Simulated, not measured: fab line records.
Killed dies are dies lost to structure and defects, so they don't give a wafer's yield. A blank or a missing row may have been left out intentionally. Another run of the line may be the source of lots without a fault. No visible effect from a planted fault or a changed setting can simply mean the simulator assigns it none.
Chamber matching | flow n5 finfet | N5_BEOL_M13_ETCH_68 on rie diel-06 has 4 sister chambers
The step etches SOC in N2/H2, time 355 s. 36 wafers are shown with their chamber, then 12 later ones without.

== WAFERS WITH THEIR CHAMBER ==
wafer  | chamber | throttle valve pct (%) | showerhead plenum p Torr (Torr) | drypump motor current A (A)
L074.1 | 1       | 18.2                   | 2.34                            | 5.9
L074.2 | 0       | 18.0                   | 2.67                            | 5.7
L074.3 | 2       | 18.2                   | 2.43                            | 5.8
L075.1 | 0       | 17.9                   | 2.67                            | 5.7
L075.5 | 3       | 17.3                   | 2.69                            | 5.3
L075.6 | 2       | 18.2                   | 2.43                            | 5.9
L076.1 | 2       | 18.2                   | 2.42                            | 5.9
L076.2 | 1       | 18.2                   | 2.34                            | 5.9
L076.3 | 0       | 17.9                   | 2.66                            | 5.8
L076.4 | 3       | 17.3                   | 2.69                            | 5.3
L076.5 | 1       | 18.2                   | 2.34                            | 5.9
L076.6 | 2       | 18.2                   | 2.42                            | 5.9
L078.3 | 2       | 18.2                   | 2.42                            | 5.9
L078.4 | 1       | 18.2                   | 2.34                            | 5.9
L078.6 | 0       | 18.0                   | 2.66                            | 5.8
L081.1 | 3       | 17.3                   | 2.69                            | 5.3
L081.2 | 0       | 18.0                   | 2.66                            | 5.7
L081.3 | 2       | 18.2                   | 2.42                            | 5.9
L081.4 | 1       | 18.2                   | 2.33                            | 5.9
L081.5 | 1       | 18.2                   | 2.33                            | 5.9
L081.6 | 0       | 18.0                   | 2.66                            | 5.7
L084.1 | 1       | 18.2                   | 2.33                            | 5.9
L084.2 | 3       | 17.3                   | 2.69                            | 5.3
L084.3 | 0       | 18.0                   | 2.66                            | 5.8
L084.4 | 0       | 18.0                   | 2.66                            | 5.7
L084.5 | 3       | 17.3                   | 2.69                            | 5.3
L084.6 | 1       | 18.2                   | 2.33                            | 5.9
L088.1 | 0       | 18.0                   | 2.65                            | 5.8
L088.2 | 3       | 17.3                   | 2.68                            | 5.3
L088.6 | 0       | 18.0                   | 2.65                            | 5.7
L090.1 | 0       | 18.0                   | 2.65                            | 5.8
L090.2 | 1       | 18.2                   | 2.33                            | 6.0
L090.3 | 2       | 18.2                   | 2.41                            | 5.9
L092.1 | 0       | 18.0                   | 2.65                            | 5.7
L092.2 | 2       | 18.2                   | 2.41                            | 5.9
L092.3 | 1       | 18.2                   | 2.33                            | 5.9

SIGNATURES, as means of the wafers listed above
reading                  | chamber 0 | chamber 1 | chamber 2 | chamber 3 | scatter within a chamber
throttle valve pct       | 17.983    | 18.200    | 18.200    | 17.300    | 0.0228
showerhead plenum p Torr | 2.6583    | 2.3340    | 2.4200    | 2.6883    | 0.00635
drypump motor current A  | 5.742     | 5.910     | 5.888     | 5.300     | 0.0383
Rule: distance of a wafer from a chamber = root of the sum over the readings of ((wafer's reading minus chamber's mean) / reading's scatter) squared. The wafer belongs to the nearest chamber; if the next one is less than 2 further off, it can't be placed. The scatter: take each reading less its chamber's mean, square it, sum over the shown wafers, divide by the number of wafers less the number of chambers, and take the root.

== WAFERS WHOSE CHAMBER IS MISSING ==
wafer  | throttle valve pct (%) | showerhead plenum p Torr (Torr) | drypump motor current A (A)
L094.1 | 18.2                   | 2.33                            | 5.9
L094.4 | 17.4                   | 2.68                            | 5.3
L094.6 | 18.2                   | 2.41                            | 5.9
L093.3 | 18.2                   | 2.41                            | 5.9
L093.4 | 17.4                   | 2.68                            | 5.3
L093.6 | 17.4                   | 2.68                            | 5.3
L095.2 | 18.3                   | 2.41                            | 5.9
L095.3 | 18.0                   | 2.65                            | 5.8
L095.6 | 17.4                   | 2.68                            | 5.3
L097.1 | 17.4                   | 2.68                            | 5.3
L097.4 | 18.2                   | 2.32                            | 6.0
L097.6 | 18.3                   | 2.41                            | 5.9

== WHICH CHAMBER EACH WENT THROUGH ==
wafer  | from the rows above | in truth
L094.1 | 1                   | 1
L094.4 | 3                   | 3
L094.6 | 2                   | 2
L093.3 | 2                   | 2
L093.4 | 3                   | 3
L093.6 | 3                   | 3
L095.2 | 2                   | 2
L095.3 | 0                   | 0
L095.6 | 3                   | 3
L097.1 | 3                   | 3
L097.4 | 1                   | 1
L097.6 | 2                   | 2
Placed correctly: 12 of 12. Can't be placed from these rows: 0. Number placed wrongly: 0.
